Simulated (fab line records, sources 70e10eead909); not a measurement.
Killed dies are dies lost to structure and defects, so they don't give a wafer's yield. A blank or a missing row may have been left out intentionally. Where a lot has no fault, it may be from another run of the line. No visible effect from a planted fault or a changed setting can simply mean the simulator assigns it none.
A lot that was struck, set against a sound lot    flow nand_harc    41 out of 1302 route steps
Sound: the wafers L978.2, L978.3, L978.4. Wafers struck: L977.3, L977.4, L977.5. Last of all comes the cause.
Order at every step that has rows: each side's tool, ch and its chambers, its first start. Under that, the readings that differ: sound wafers    struck wafers    difference of the means    sigmas: that difference in standard deviations of wafers without a fault.
alike: a reading whose means differ by less than 2 such deviations, as well as words and numbers matching on both sides. not compared: withheld readings; readings where some wafer has no value; bounds like >300 that might hide an equal value; numbers whose values overlap and for which the record gives no deviation.
A row with sigmas, a row that says differs or no value, or rows on one side alone: a step with any of these is where the two part. When numbers do not overlap yet have no deviation, they are printed without sigmas and do not part them. Lack of a reading on every wafer of one side parts them only where that side has two or more wafers.

first, 7 steps without rows for these wafers: NHARC_A_SGD_CUT_COAT_57 (time 65 s); NHARC_A_SGD_CUT_COAT_03 (resist thk 90 nm); NHARC_A_SGD_CUT_SOFTBAKE_04 (time 55 s); NHARC_A_SGD_CUT_EBR_05; NHARC_A_SGD_CUT_EXPOSE_06 (exposes mask SGD); NHARC_A_SGD_CUT_PEB_07 (peb time 65 s); NHARC_A_SGD_CUT_DEVELOP_08 (develop time 35 s).
NHARC_A_SGD_CUT_CD_MEAS_09: the cd target is 100 nm.
  sound on cd_sem-03 ch 0, day 24 00:44; struck on cd_sem-03 ch 0, day 24 09:22
  alike: cd_nm
NHARC_A_SGD_CUT_OVL_MEAS_10:
  sound: overlay-02 at day 24 00:49; struck: overlay-01 at day 24 09:27
  alike: overlay_x_nm, overlay_y_nm
NHARC_A_SGD_CUT_INSPECT_11:
  sound: defect_inspect-02 at day 24 00:52; struck: defect_inspect-01 at day 24 09:29
  alike: raw_defect_count
NHARC_A_SGD_CUT_DESCUM_14: chemistry O2, time 3 s.
  sound on rie_diel-01 ch 0,2,3, day 24 00:55; struck on rie_diel-12 ch 1,2, day 24 09:33
  alike: drypump_motor_current_A, o2_flow_sccm, oes_product_au, rf_vpp_V, showerhead_plenum_p_Torr, throttle_valve_pct
  not compared: rf_hours_counter_h
then, 1 step without rows for these wafers: NHARC_A_SGD_CUT_ETCH_58 (etches the open film in CF4, target depth 39 nm, time 65 s).
NHARC_A_SGD_CUT_ETCH_59: etches the open film in N2/H2, target depth 260 nm, time 406.25 s.
  sound on rie_diel-01 ch 0,1,2, day 24 01:06; struck on rie_diel-12 ch 0,2, day 24 09:43
  alike: drypump_motor_current_A, oes_product_au, rf_vpp_V, showerhead_plenum_p_Torr, throttle_valve_pct
  not compared: rf_hours_counter_h
then, 3 steps without rows for these wafers: NHARC_A_SGD_CUT_ETCH_15 (etches the open film in CH3F/O2, target depth 75 nm, time 64.3 s); NHARC_A_SGD_CUT_ETCH_16 (etches the open film in C4F8/O2/Ar, target depth 310.5 nm, time 155.2 s); NHARC_A_SGD_CUT_STRIP_60 (strips in C4F8/O2/Ar).
NHARC_A_SGD_CUT_STRIP_17: strips in O2.
  sound: rie_diel-01 ch 0,1,2; struck: rie_diel-12 ch 1,2,3
  alike: drypump_motor_current_A, o2_flow_sccm, oes_product_au, rf_vpp_V, showerhead_plenum_p_Torr, throttle_valve_pct
  not compared: rf_hours_counter_h
then, 4 steps without rows for these wafers: NHARC_A_SGD_CUT_PRECLEAN_18 (cleans in SC1); NHARC_A_SGD_CUT_SRD_19; NHARC_A_SGD_CUT_DEP_20 (deposits SiO2, target thk 150 nm); NHARC_A_SGD_CUT_ANNEAL_27 (time 1800 s).
NHARC_A_SGD_CUT_CMP_21: polishes, target thk 148.19 nm.
  sound on cmp-01 ch 1,2,3, day 24 05:35; struck on cmp-01 ch 0,1,3, day 24 15:29
  alike: motor_current_A, time_to_endpoint_s
NHARC_A_SGD_CUT_THK_MEAS_22: measures by ellipsometry.
  sound: film_metro-02 at day 24 05:50; struck: film_metro-01 at day 24 15:41
  alike: thk_nm
then, 4 steps without rows for these wafers: NHARC_A_SGD_CUT_SRD_23; NHARC_A_SGD_CUT_ETCH_26 (etches SiO2 in dHF, target depth 45.8 nm); NHARC_A_SGD_CUT_ETCHBACK_24 (etches the open film in CH3F/O2, target depth 50 nm, time 92.857 s); NHARC_A_SGD_CUT_STRIP_28 (strips in O2, time 20 s).
NHARC_A_SLIT_DEP_25: deposits SiO2, target thk 200 nm.
  sound on pecvd-02 ch 0,1,2, day 24 06:35; struck on pecvd-04 ch 0,2, day 24 16:19
  alike: heater_power_w, susceptor_temp_C, throttle_valve_pct
then, 1 step without rows for these wafers: NHARC_A_SLIT_DEP_00 (deposits aC, target thk 6200 nm).
NHARC_A_SLIT_DEP_23: deposits SiON, target thk 100 nm.
  sound on pecvd-01 ch 1,2, day 24 16:30; struck on pecvd-01 ch 0,1, day 25 01:28
  alike: heater_power_w, susceptor_temp_C
then, 8 steps without rows for these wafers: NHARC_A_SLIT_DEHYDRATE_01 (time 120 s); NHARC_A_SLIT_HMDS_02 (time 30 s); NHARC_A_SLIT_COAT_03 (resist thk 90 nm); NHARC_A_SLIT_SOFTBAKE_04 (time 55 s); NHARC_A_SLIT_EBR_05; NHARC_A_SLIT_EXPOSE_06 (exposes mask SLIT); NHARC_A_SLIT_PEB_07 (peb time 65 s); NHARC_A_SLIT_DEVELOP_08 (develop time 35 s).
NHARC_A_SLIT_CD_MEAS_09: the cd target is 300 nm.
  sound on cd_sem-02 ch 0, day 24 17:11; struck on cd_sem-03 ch 0, day 25 02:07
  alike: cd_nm
NHARC_A_SLIT_OVL_MEAS_10:
  sound: overlay-02 at day 24 17:17; struck: overlay-02 at day 25 02:13
  alike: overlay_x_nm, overlay_y_nm
-- break in the record here, with 5 days between the starts of the struck wafers on either side (left off in module A_SLIT, picked up again in module END, where the first step shown is number 1302 on the route) --
NHARC_END_SORT_01:
  sound on prober-02 ch 0, day 29 16:44; struck on prober-02 ch 0, day 30 01:22
reading          sound     struck       difference  sigmas
killed_at_array  77 53 65  127 150 129  +70         +3
killed_dies      82 56 69  132 152 130  +69         +3
  alike: killed_at_other, killed_at_periphery, killed_open, killed_short

WHERE THEY PART
Only at NHARC_END_SORT_01, as far as this record shows.

WHY: what the simulator had put in
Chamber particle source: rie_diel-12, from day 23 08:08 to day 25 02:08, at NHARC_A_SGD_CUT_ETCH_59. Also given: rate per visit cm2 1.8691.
